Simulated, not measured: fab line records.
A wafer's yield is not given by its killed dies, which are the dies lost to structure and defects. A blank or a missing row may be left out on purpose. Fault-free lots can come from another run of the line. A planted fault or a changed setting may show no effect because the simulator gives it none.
Comparing a struck lot with a sound one + flow n5-finfet + 15 steps out of a route of 1938
Sound: the wafers L585.1, L585.2, L585.3. Struck: wafers L584.2, L584.5, L584.6. The cause is named last.
For every step that has rows: the tool of each side, followed by ch and its chambers, followed by its first start. Under that, the readings that differ: sound wafers + struck wafers + difference of the means + sigmas: that difference in standard deviations of wafers without a fault.
alike: readings with means less than 2 such deviations apart, plus words and numbers identical on both sides. not compared: withheld readings, readings lacking a value on some wafer, bounds such as >300 that could conceal the same value, and numbers that have no deviation in the record and whose values overlap.
The two part at a step that has a row with sigmas, a row that says differs or no value, or rows on one side only. Numbers that have no deviation but don't overlap get no sigmas and don't part them. A reading missing from all wafers of one side parts the sides only when that side holds two or more wafers.

first, 7 steps without rows for these wafers: N5_WELL_APT_COAT_02 (resist thk 950 nm); N5_WELL_APT_EBR_04; N5_WELL_APT_SOFTBAKE_03 (time 60 s); N5_WELL_APT_EXPOSE_05 (exposes mask NWELL, defocus 0 nm, target cd 200 nm); N5_WELL_APT_PEB_06 (peb time 90 s); N5_WELL_APT_DEVELOP_07 (develop time 45 s); N5_WELL_APT_HARDBAKE_12 (time 120 s).
N5_WELL_APT_CD_MEAS_08: the cd target is 200 nm.
  sound on cd-sem-03 ch 0, day 5 07:48; struck on cd-sem-01 ch 0, day 5 01:43
  alike: cd-nm
N5_WELL_APT_OVL_MEAS_09:
  sound on overlay-01 ch 0, day 5 07:50; struck on overlay-02 ch 0, day 5 01:44
  alike: NWELL_OVL
N5_WELL_APT_INSPECT_10: inspects for defects (macro).
  sound on defect-inspect-02, day 5 07:52; struck on defect-inspect-02, day 5 01:46
  alike: raw-defect-count
N5_WELL_APT_DESCUM_13: chemistry O2, time 7.9 s.
  sound on rie-diel-01 ch 1,3, day 5 07:56; struck on rie-diel-05 ch 0,3, day 5 01:47
  alike: drypump-motor-current-A, oes-product-au, rf-vpp-V, showerhead-plenum-p-Torr, throttle-valve-pct
  not compared: rf-hours-counter-h
then, 1 step without rows for these wafers: N5_WELL_APT_IMPLANT_14.
N5_WELL_APT_IMPLANT_15:
  sound on implanter-02 ch 0, day 5 08:14; struck on implanter-01 ch 0, day 5 02:06
| reading            | sound                            | struck                        | difference | sigmas      |
|--------------------|----------------------------------|-------------------------------|------------|-------------|
| dose-ions-cm2      | 1.4999e+13 1.5011e+13 1.5002e+13 | 1.526e+12 1.535e+12 1.531e+12 | -1.347e+13 | -99 or more |
| faraday-current-uA | 189 189 199                      | 19 20 19                      | -173       | -46         |
then, 1 step without rows for these wafers: N5_WELL_APT_STRIP_16 (strips in SPM, time 900 s).
-- record jumps: 12 days separate the struck wafers' starts on either side; left off in module WELL_APT, taken up again in module PASSIVATION, whose first shown step is the route's number 1936 --
N5_PASSIVATION_PROBE_49:
  record: rows for the struck wafers here (prober-01, day 16 19:28), none for the sound ones

== WHERE THEY PART ==
First at N5_WELL_APT_IMPLANT_15; last, within this record, at N5_PASSIVATION_PROBE_49.

WHY: what the simulator had put in
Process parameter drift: implanter-01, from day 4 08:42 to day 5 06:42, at N5_WELL_APT_IMPLANT_15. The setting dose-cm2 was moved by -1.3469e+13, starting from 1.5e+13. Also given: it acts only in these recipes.
